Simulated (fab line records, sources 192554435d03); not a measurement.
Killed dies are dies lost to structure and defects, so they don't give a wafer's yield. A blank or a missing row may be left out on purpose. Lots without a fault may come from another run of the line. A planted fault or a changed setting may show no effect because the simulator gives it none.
Which tool did it? | flow n5_finfet | 24 lots, 72 wafers sampled, at 2 steps of a route of 1938

WHAT THE GAUGES READ, wafer by wafer
N5_BEOL_M7_INSPECT_58: inspects for defects (darkfield). Usual: raw_defect_count 69, standard deviation 21.
lot  | measured     | on                | raw_defect_count | flag
L074 | day 9 12:13  | defect_inspect-01 | 66 104 69        |
L075 | day 9 14:23  | defect_inspect-02 | 47 83 75         |
L076 | day 9 17:40  | defect_inspect-01 | 81 80 71         |
L077 | day 9 21:43  | defect_inspect-02 | 96 62 58         |
L078 | day 10 08:37 | defect_inspect-01 | 77 56 60         |
L079 | day 10 18:43 | defect_inspect-01 | 74 54 40         |
L080 | day 11 09:58 | defect_inspect-01 | 76 88 125        |
L081 | day 11 10:31 | defect_inspect-01 | 37 63 31         |
L082 | day 11 15:14 | defect_inspect-02 | 58 41 75         |
L083 | day 11 18:16 | defect_inspect-02 | 115 102 102      |
L084 | day 12 05:46 | defect_inspect-02 | 61 101 68        |
L085 | day 12 07:13 | defect_inspect-02 | 62 27 30         |
L086 | day 12 15:32 | defect_inspect-02 | 114 65 52        |
L087 | day 12 23:58 | defect_inspect-01 | 36 69 62         |
L089 | day 13 11:45 | defect_inspect-01 | 56 47 51         |
L091 | day 13 13:49 | defect_inspect-01 | 94 83 91         |
L090 | day 13 14:58 | defect_inspect-02 | 82 51 55         |
L088 | day 13 22:46 | defect_inspect-02 | 54 56 41         |
L092 | day 14 03:54 | defect_inspect-01 | 49 43 75         |
L095 | day 14 09:07 | defect_inspect-02 | 54 54 84         |
L094 | day 14 20:41 | defect_inspect-02 | 63 52 62         |
L093 | day 15 12:23 | defect_inspect-01 | 83 46 77         |
L096 | day 15 17:07 | defect_inspect-02 | 53 51 51         |
L097 | day 16 11:59 | defect_inspect-02 | 65 74 52         |

WHICH TOOL RAN EACH LOT (tool, then ch and the chambers of the sampled wafers, then the start)
lot  | N5_BEOL_M7_DEP_56
L074 | pecvd-02 ch 0,2, day 9 12:07
L075 | pecvd-02 ch 1,2, day 9 14:17
L076 | pecvd-01 ch 0, day 9 17:33
L077 | pecvd-02 ch 0,2, day 9 21:37
L078 | pecvd-02 ch 0,2, day 10 08:31
L079 | pecvd-01 ch 0,1,2, day 10 18:37
L080 | pecvd-04 ch 1,2, day 11 09:52
L081 | pecvd-01 ch 1,2, day 11 10:25
L082 | pecvd-01 ch 0,1,2, day 11 15:08
L083 | pecvd-02 ch 1,2, day 11 18:10
L084 | pecvd-01 ch 0,1,2, day 12 05:40
L085 | pecvd-04 ch 1,2, day 12 07:08
L086 | pecvd-04 ch 0,2, day 12 15:26
L087 | pecvd-04 ch 0,1,2, day 12 23:53
L089 | pecvd-02 ch 1,2, day 13 11:39
L091 | pecvd-02 ch 0,1, day 13 13:44
L090 | pecvd-02 ch 0,1, day 13 14:52
L088 | pecvd-04 ch 0,2, day 13 22:40
L092 | pecvd-04 ch 0,1,2, day 14 03:48
L095 | pecvd-02 ch 0,1, day 14 09:01
L094 | pecvd-04 ch 0,1, day 14 20:35
L093 | pecvd-01 ch 0,1,2, day 15 12:17
L096 | pecvd-04 ch 1,2, day 15 17:01
L097 | pecvd-01 ch 1,2, day 16 11:54
- N5_BEOL_M7_DEP_56: deposits SiCN from 3MS/NH3, target thk 10 nm, time 17.5 s.

WHAT THE TOOLS THEMSELVES READ (means of the sampled wafers that have a number; where no wafer has one, the mark that the record gives instead)
N5_BEOL_M7_DEP_56. Usual: chamber_pressure_Torr 3.001 Torr, standard deviation 0.0068; showerhead_plenum_p_Torr 3.666 Torr, standard deviation 0.014; throttle_valve_pct 9.3 %, standard deviation 0.92.
lot  | tool     | chamber_pressure_Torr (Torr) | showerhead_plenum_p_Torr (Torr) | throttle_valve_pct (%) | flag
L074 | pecvd-02 | 2.993                        | 3.663                           | 9.7                    |
L075 | pecvd-02 | 3.004                        | 3.674                           | 9.1                    |
L076 | pecvd-01 | 3.007                        | 3.691                           | 9.5                    |
L077 | pecvd-02 | 2.992                        | 3.666                           | 9.5                    |
L078 | pecvd-02 | 3.002                        | 3.655                           | 9.7                    |
L079 | pecvd-01 | 3.006                        | 3.675                           | 8.8                    |
L080 | pecvd-04 | 2.999                        | 3.649                           | 8.7                    |
L081 | pecvd-01 | 3.001                        | 3.656                           | 8.3                    |
L082 | pecvd-01 | 3.007                        | 3.670                           | 8.6                    |
L083 | pecvd-02 | 3.003                        | 3.682                           | 9.1                    |
L084 | pecvd-01 | 3.002                        | 3.672                           | 8.7                    |
L085 | pecvd-04 | 2.999                        | 3.649                           | 8.6                    |
L086 | pecvd-04 | 3.004                        | 3.651                           | 9.4                    |
L087 | pecvd-04 | 2.997                        | 3.655                           | 9.7                    |
L089 | pecvd-02 | 2.996                        | 3.678                           | 9.2                    |
L091 | pecvd-02 | 3.010                        | 3.668                           | 9.6                    |
L090 | pecvd-02 | 3.005                        | 3.673                           | 9.3                    |
L088 | pecvd-04 | 3.007                        | 3.650                           | 10.5                   |
L092 | pecvd-04 | 2.994                        | 3.658                           | 9.7                    |
L095 | pecvd-02 | 2.989                        | 3.660                           | 9.5                    |
L094 | pecvd-04 | 2.999                        | 3.668                           | 9.9                    |
L093 | pecvd-01 | 3.001                        | 3.664                           | 8.8                    |
L096 | pecvd-04 | 3.001                        | 3.652                           | 8.7                    |
L097 | pecvd-01 | 2.999                        | 3.661                           | 8.4                    |

THE ANSWER, worked out from the rows above alone
Rule: a lot is off if the mean of its wafers that have a number lies more than 3 standard deviations from the usual mean. A lot without any number at a reading at which 4 lots or more have one is off too. The other lots that the step has rows for count as sound. The gauges are gone through in route order, then the tools' own readings, and for those a lot's mean is taken as printed above. The first step at which some lot is off is used, and at that step the reading that is off furthest; a lot without a number counts as furthest.
No lot is off at any reading shown: from this, nothing can be told.

WHAT THE SIMULATOR HAD PUT IN
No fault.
